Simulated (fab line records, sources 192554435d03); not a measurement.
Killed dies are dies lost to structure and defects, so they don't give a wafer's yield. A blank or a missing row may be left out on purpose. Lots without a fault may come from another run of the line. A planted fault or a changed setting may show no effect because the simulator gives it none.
Which tool did it? | flow n5_finfet | 9 lots, 27 wafers sampled, at 6 steps of a route of 1938

WHAT THE GAUGES READ, wafer by wafer
N5_ZERO_LAYER_CD_MEAS_11: target cd 2000 nm.
lot  | measured    | on        | cd_nm (nm)
L412 | day 1 12:38 | cd_sem-02 | 1998.7 2000.1 2001.6
L414 | day 2 00:38 | cd_sem-01 | 2000.0 1998.5 2001.5
L417 | day 2 18:41 | cd_sem-01 | 1997.0 1998.7 1996.4
L421 | day 3 18:38 | cd_sem-02 | 2000.7 1997.8 2000.8
L422 | day 4 00:46 | cd_sem-03 | 1997.6 1997.8 1999.0
L424 | day 4 12:39 | cd_sem-02 | 1996.7 1996.4 1998.7
L432 | day 6 12:58 | cd_sem-02 | 1987.4 1988.1 1984.3
L433 | day 6 18:38 | cd_sem-02 | 1990.7 1988.6 1990.4
L435 | day 7 06:39 | cd_sem-01 | 2001.8 1998.9 1997.9

N5_WELL_APT_OVL_MEAS_26.
lot  | measured    | on         | PWELL_OVL (nm)
L412 | day 1 15:01 | overlay-02 | -9 -3 2
L414 | day 2 02:59 | overlay-02 | 3 2 5
L417 | day 2 21:04 | overlay-01 | -8 -4 -10
L421 | day 3 20:58 | overlay-01 | -1 4 0
L422 | day 4 02:56 | overlay-02 | -6 -11 -11
L424 | day 4 15:22 | overlay-02 | 1 0 -3
L432 | day 6 15:17 | overlay-02 | 0 -4 -3
L433 | day 6 20:58 | overlay-02 | -3 -3 3
L435 | day 7 08:44 | overlay-02 | -9 -2 0

N5_BEOL_M4_RC_MEAS_101.
lot  | measured     | on        | DIBL_N (mV/V)  | DIBL_P (mV/V)  | IOFF_N (nA/um)    | IOFF_P (nA/um) | ION_N (uA/um) | ION_P (uA/um) | SS_N (mV/dec)  | SS_P (mV/dec)  | VT_N (mV)         | VT_P (mV)
L412 | day 7 12:11  | prober-02 | 38.6 34.9 38.5 | 39.9 35.0 39.9 | 0.204 0.135 0.213 | 0.24 0.17 0.25 | 683 662 679   | 463 455 466   | 73.2 71.3 71.6 | 74.1 73.5 74.3 | 247.3 250.8 244.0 | -249 -256 -247
L414 | day 8 13:29  | prober-01 | 37.0 36.9 37.1 | 36.1 36.0 36.1 | 0.146 0.146 0.148 | 0.19 0.20 0.20 | 678 675 672   | 461 462 461   | 71.5 70.6 70.9 | 73.5 72.9 73.4 | 249.8 247.4 248.0 | -253 -249 -250
L417 | day 8 17:46  | prober-01 | 37.7 39.2 34.7 | 38.3 37.7 33.1 | 0.187 0.213 0.126 | 0.26 0.24 0.17 | 678 680 667   | 467 460 458   | 72.6 72.9 71.5 | 74.2 73.9 73.1 | 247.7 248.0 252.7 | -246 -247 -252
L421 | day 9 17:22  | prober-01 | 38.6 35.1 37.7 | 40.4 36.2 38.2 | 0.222 0.148 0.178 | 0.23 0.16 0.20 | 688 680 673   | 457 458 457   | 71.9 70.8 72.5 | 74.1 72.7 73.5 | 245.8 249.5 249.2 | -253 -257 -254
L422 | day 10 00:07 | prober-02 | 40.3 36.5 38.9 | 41.8 36.5 41.4 | 0.264 0.150 0.217 | 0.28 0.18 0.27 | 698 660 677   | 468 452 467   | 72.5 70.7 72.4 | 74.9 74.0 74.1 | 243.8 251.1 244.8 | -250 -253 -249
L424 | day 11 00:38 | prober-02 | 37.1 36.8 37.4 | 39.3 40.2 40.5 | 0.176 0.175 0.181 | 0.24 0.27 0.27 | 677 670 674   | 463 463 466   | 72.4 72.5 72.5 | 73.6 74.6 74.3 | 250.6 249.6 247.8 | -246 -246 -246
L432 | day 13 06:37 | prober-02 | 38.9 36.8 38.6 | 37.8 35.5 36.7 | 0.177 0.135 0.174 | 0.19 0.17 0.18 | 678 675 683   | 460 459 462   | 72.3 70.8 72.4 | 73.9 73.3 73.7 | 247.2 254.0 249.3 | -256 -256 -257
L433 | day 13 00:08 | prober-02 | 39.5 36.3 37.7 | 39.8 36.0 37.7 | 0.233 0.149 0.182 | 0.28 0.21 0.23 | 712 687 695   | 478 472 476   | 71.8 71.4 72.2 | 74.5 73.2 73.2 | 244.4 250.9 248.9 | -247 -249 -250
L435 | day 14 02:40 | prober-01 | 37.7 38.0 35.4 | 38.6 37.2 34.7 | 0.167 0.171 0.135 | 0.25 0.22 0.18 | 676 680 667   | 467 469 455   | 71.3 71.0 71.3 | 73.1 72.6 72.9 | 249.5 249.2 252.4 | -246 -248 -251

WHICH TOOL RAN EACH LOT (tool, then ch and the chambers of the sampled wafers, then the start)
lot  | N5_ZERO_LAYER_EXPOSE_08          | N5_ZERO_LAYER_STRIP_24              | N5_PMOS_HMC_CHANNEL_EPI_DESCUM_14
L412 | krf_scanner-01 ch 0, day 1 12:28 | plasma_asher-02 ch 0,1, day 1 12:54 | rie_diel-05 ch 1,3, day 1 18:00
L414 | krf_scanner-02 ch 0, day 2 00:28 | plasma_asher-02 ch 0,1, day 2 00:53 | rie_diel-03 ch 0,1,3, day 2 06:13
L417 | krf_scanner-01 ch 0, day 2 18:31 | plasma_asher-01 ch 0,1, day 2 19:05 | rie_diel-04 ch 0,2,3, day 2 23:32
L421 | krf_scanner-01 ch 0, day 3 18:28 | plasma_asher-01 ch 0, day 3 18:53   | rie_diel-05 ch 1,2,3, day 3 23:29
L422 | krf_scanner-02 ch 0, day 4 00:35 | plasma_asher-02 ch 0,1, day 4 01:07 | rie_diel-04 ch 0,1,2, day 4 05:13
L424 | krf_scanner-02 ch 0, day 4 12:29 | plasma_asher-02 ch 0,1, day 4 13:18 | rie_diel-03 ch 1,3, day 4 17:49
L432 | krf_scanner-01 ch 0, day 6 12:47 | plasma_asher-02 ch 0,1, day 6 13:13 | rie_diel-05 ch 0,2,3, day 6 17:46
L433 | krf_scanner-01 ch 0, day 6 18:28 | plasma_asher-01 ch 0,1, day 6 18:54 | rie_diel-04 ch 1,2,3, day 6 23:18
L435 | krf_scanner-02 ch 0, day 7 06:28 | plasma_asher-02 ch 0,1, day 7 06:55 | rie_diel-05 ch 1,3, day 7 11:02
- N5_ZERO_LAYER_EXPOSE_08: exposes mask ZERO, defocus 0 nm, target cd 2000 nm.
- N5_ZERO_LAYER_STRIP_24: strips in O2.
- N5_PMOS_HMC_CHANNEL_EPI_DESCUM_14: chemistry O2, time 7.9 s.

WHAT THE TOOLS THEMSELVES READ (means of the sampled wafers that have a number; where no wafer has one, the mark that the record gives instead)
N5_ZERO_LAYER_EXPOSE_08.
lot  | tool           | exposure_dose_mJ_cm2 | stage_vel_mm_s (mm/s)
L412 | krf_scanner-01 | 16.197               | 500.12
L414 | krf_scanner-02 | 16.195               | 500.04
L417 | krf_scanner-01 | 16.195               | 500.02
L421 | krf_scanner-01 | 16.201               | 499.96
L422 | krf_scanner-02 | 16.200               | 500.20
L424 | krf_scanner-02 | 16.195               | 500.54
L432 | krf_scanner-01 | 15.145               | 500.24
L433 | krf_scanner-01 | 15.348               | 499.73
L435 | krf_scanner-02 | 16.204               | 499.84

N5_ZERO_LAYER_STRIP_24.
lot  | tool            | drypump_motor_current_A (A) | heater_power_w (W) | oes_product_au (a.u.) | strip_time_to_endpoint_s (s)
L412 | plasma_asher-02 | 5.8                         | 361                | 0.650                 | 43.77
L414 | plasma_asher-02 | 5.9                         | 342                | 0.645                 | 43.81
L417 | plasma_asher-01 | 5.9                         | 356                | 0.645                 | 43.95
L421 | plasma_asher-01 | 5.0                         | 359                | 0.648                 | 43.99
L422 | plasma_asher-02 | 5.9                         | 336                | 0.653                 | 43.96
L424 | plasma_asher-02 | 5.9                         | 342                | 0.645                 | 43.81
L432 | plasma_asher-02 | 5.8                         | 361                | 0.648                 | 43.76
L433 | plasma_asher-01 | 5.5                         | 362                | 0.647                 | 43.98
L435 | plasma_asher-02 | 5.9                         | 340                | 0.651                 | 43.85

N5_PMOS_HMC_CHANNEL_EPI_DESCUM_14.
lot  | tool        | drypump_motor_current_A (A) | oes_product_au (a.u.) | rf_vpp_V (V) | showerhead_plenum_p_Torr (Torr) | throttle_valve_pct (%)
L412 | rie_diel-05 | 5.90                        | 0.78                  | 242.7        | 2.04                            | 20.50
L414 | rie_diel-03 | 5.87                        | 0.75                  | 242.6        | 2.04                            | 20.55
L417 | rie_diel-04 | 5.78                        | 0.76                  | 242.6        | 2.02                            | 20.48
L421 | rie_diel-05 | 5.85                        | 0.81                  | 244.7        | 2.11                            | 20.52
L422 | rie_diel-04 | 5.73                        | 0.79                  | 242.9        | 2.00                            | 20.32
L424 | rie_diel-03 | 5.72                        | 0.72                  | 241.9        | 1.99                            | 20.50
L432 | rie_diel-05 | 5.87                        | 0.78                  | 243.2        | 2.10                            | 20.67
L433 | rie_diel-04 | 5.93                        | 0.77                  | 242.0        | 2.03                            | 20.43
L435 | rie_diel-05 | 5.79                        | 0.72                  | 242.0        | 2.06                            | 20.54

THE ANSWER, worked out from the rows above alone
Rule: what is usual is taken from the lots themselves. Put in order of their means at a reading, lots are off if they are a third of the lots or fewer, leave a main group of 4 or more, and stand apart from it by a gap of 3 or more times the standard deviation of the main group's means; of several such gaps the widest counts. A main group whose means are all the same, to the digits that the tables above print for the reading, isn't used. A lot without any number at a reading at which 4 lots or more have one is off too. The other lots that the step has rows for count as sound. The gauges are gone through in route order, then the tools' own readings, and for those a lot's mean is taken as printed above. The first step at which some lot is off is used, and at that step the reading that is off furthest; a lot without a number counts as furthest.
Off: L432, L433, at N5_ZERO_LAYER_CD_MEAS_11 (cd_nm). The main group: mean 1998.9 nm, standard deviation 1.2.
A tool fits if, at a process step before that reading, it ran every lot that is off, and no sound lot after the first of them. The gauges at N5_ZERO_LAYER_CD_MEAS_11 aren't tried: what is off there is off at N5_BEOL_M4_RC_MEAS_101 too, on other tools, and a gauge's error can't cause that. One fits: krf_scanner-01 at N5_ZERO_LAYER_EXPOSE_08. Its last sound lot is L421 (day 3 18:28), its first lot that is off L432 (day 6 12:47): a fault that began between those two fits.
The tool's own readings at N5_ZERO_LAYER_EXPOSE_08 bear it out: on the lots that are off they differ by more than 5 times the standard deviation of the sound lots' means. exposure_dose_mJ_cm2 reads 15.247 there against 16.198 on the sound lots.

WHAT THE SIMULATOR HAD PUT IN
Process parameter drift: krf_scanner-01, from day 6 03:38 on, at N5_ZERO_LAYER_EXPOSE_08. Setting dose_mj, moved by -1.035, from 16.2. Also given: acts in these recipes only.
Lots struck among those shown: L432, L433. The rule above found the same.
